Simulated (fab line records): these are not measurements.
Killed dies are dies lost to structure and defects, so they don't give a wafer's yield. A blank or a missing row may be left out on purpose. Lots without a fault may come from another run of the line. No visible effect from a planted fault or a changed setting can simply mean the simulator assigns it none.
2 desks looking at one fault | flow n5Finfet | numbers are kept per desk, each desk with only its own; the story behind them comes last

== TOOL OWNER'S DESK, lithoTrack-02 ==
The tool's own readings at N5_BEOL_M0_SAQP_COAT_69 (time 60 s, resist thk 90 nm): means of the sampled wafers that have a number, for each lot that ran on this tool. A lot is out of limits, marked OUT, if its mean lies more than 4 standard deviations from the usual mean; the brackets give that distance.
Columns: A = spinSpeedRpm at N5_BEOL_M0_SAQP_COAT_69, usual 1500.1 rpm
lot  | first seen here | A
L408 | day 6 22:14     | 1499.6
L419 | day 9 14:28     | 1542.5 (+46) OUT
L420 | day 9 18:47     | 1543.3 (+46) OUT
This desk's verdict: out of limits on L419, L420, starting with L419 at day 9 14:28 (spinSpeedRpm at N5_BEOL_M0_SAQP_COAT_69). Within limits: L408.

== THE METROLOGY DESK ==
Means of the sampled wafers that have a number, per lot and without regard to the tool the lot ran on: this is what the gauges read. A lot is out of limits, marked OUT, if its mean lies more than 4 standard deviations from the usual mean; the brackets give that distance. Shown here are 7 of its 10 readings, the ones lying furthest out on some lot.
Columns: A = DIBL_P at N5_BEOL_M4_RC_MEAS_101, usual 36.3 mV/V; B = IOFF_N at N5_BEOL_M4_RC_MEAS_101, usual 0.163 nA/um; C = IOFF_P at N5_BEOL_M4_RC_MEAS_101, usual 0.21 nA/um; D = ION_N at N5_BEOL_M4_RC_MEAS_101, usual 673 uA/um; E = ION_P at N5_BEOL_M4_RC_MEAS_101, usual 461 uA/um; F = SS_N at N5_BEOL_M4_RC_MEAS_101, usual 71.6 mV/dec; G = SS_P at N5_BEOL_M4_RC_MEAS_101, usual 73.3 mV/dec
lot  | first seen here | A    | B     | C    | D   | E   | F    | G
L408 | day 9 09:37     | 36.5 | 0.159 | 0.21 | 667 | 456 | 71.6 | 73.7
L419 | day 11 21:03    | 33.5 | 0.130 | 0.17 | 660 | 451 | 71.7 | 72.8
L420 | day 12 02:46    | 36.3 | 0.161 | 0.20 | 684 | 464 | 71.0 | 72.7
L424 | day 13 15:05    | 36.1 | 0.162 | 0.22 | 679 | 468 | 71.1 | 72.6
This desk's verdict: no lot among the 4 shows anything out of limits.

== ALL TOGETHER ==
On L419, L420, at day 9 14:28, an alarm was possible from the tool owner's desk.
At the metrology desk, nothing out of limits was observed.
The metrology desk holds a record of L419, L420, inside its limits.
Every lot named ran N5_BEOL_M0_SAQP_COAT_69 on lithoTrack-02.

== WHAT THE SIMULATOR HAD INSERTED ==
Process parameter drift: lithoTrack-02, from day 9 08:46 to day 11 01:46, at N5_BEOL_M0_SAQP_COAT_69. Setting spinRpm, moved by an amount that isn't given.
Struck lots among those shown: L419, L420.
How many hours passed from the start of the fault until each desk's first out-of-limits reading: the tool owner's desk, 6.
